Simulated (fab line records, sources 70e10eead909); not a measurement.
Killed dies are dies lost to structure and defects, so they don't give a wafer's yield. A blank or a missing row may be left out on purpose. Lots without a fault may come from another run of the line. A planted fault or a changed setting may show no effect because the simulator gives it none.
Chamber matching | flow nand_harc | NHARC_P_CONTACT_ETCH_35 on rie_diel-08: 3 sister chambers
The step etches the open film in CF4, target depth 39 nm, time 65 s. 14 wafers are shown with their chamber, then 5 later ones without.

WAFERS WITH THEIR CHAMBER
wafer  | chamber | drypump_motor_current_A (A) | rf_vpp_V (V) | oes_product_au (a.u.)
L644.2 | 3       | 5.5                         | 151.6        | 1.009
L644.3 | 2       | 5.4                         | 151.4        | 1.009
L644.4 | 1       | 5.9                         | 152.3        | 1.006
L645.2 | 3       | 5.5                         | 152.4        | 1.003
L645.3 | 1       | 5.9                         | 153.4        | 1.009
L645.6 | 2       | 5.4                         | 151.5        | 1.000
L646.1 | 3       | 5.6                         | 150.8        | 1.008
L646.5 | 3       | 5.5                         | 151.2        | 1.005
L646.6 | 2       | 5.4                         | 152.6        | 1.006
L648.1 | 3       | 5.5                         | 151.6        | 1.008
L648.4 | 2       | 5.4                         | 151.5        | 1.003
L648.5 | 3       | 5.5                         | 152.0        | 1.012
L651.2 | 1       | 5.9                         | 153.4        | 1.009
L651.4 | 2       | 5.4                         | 151.1        | 0.982

SIGNATURES (means of the wafers above)
reading                 | chamber 1 | chamber 2 | chamber 3 | scatter within a chamber
drypump_motor_current_A | 5.900     | 5.400     | 5.517     | 0.0275
rf_vpp_V                | 153.033   | 151.620   | 151.600   | 0.581
oes_product_au          | 1.00800   | 1.00000   | 1.00750   | 0.00678
Rule: a wafer's distance from a chamber is the root of the sum, over the readings, of the square of ((its reading less the chamber's mean) divided by the reading's scatter). The wafer belongs to the nearest chamber; if the next one is less than 2 further off, it can't be placed. The scatter: the root of (the sum of the squares of (reading less its chamber's mean) over the shown wafers, divided by (wafers less chambers)).

WAFERS WITHOUT THEIR CHAMBER
wafer  | drypump_motor_current_A (A) | rf_vpp_V (V) | oes_product_au (a.u.)
L651.5 | 5.8                         | 153.6        | 0.994
L652.5 | 5.9                         | 151.7        | 1.018
L664.4 | 5.5                         | 150.6        | 0.994
L664.5 | 5.5                         | 151.9        | 0.986
L664.6 | 5.4                         | 150.4        | 1.013

WHICH CHAMBER EACH WENT THROUGH
wafer  | from the rows above     | in truth
L651.5 | 1                       | 1
L652.5 | 1                       | 1
L664.4 | can't be placed: 3 or 2 | 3
L664.5 | can't be placed: 3 or 2 | 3
L664.6 | can't be placed: 2 or 3 | 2
Placed correctly: 2 of 5. Can't be placed from these rows: 3 (the true chamber is among the candidates in 3). Placed wrongly: 0.
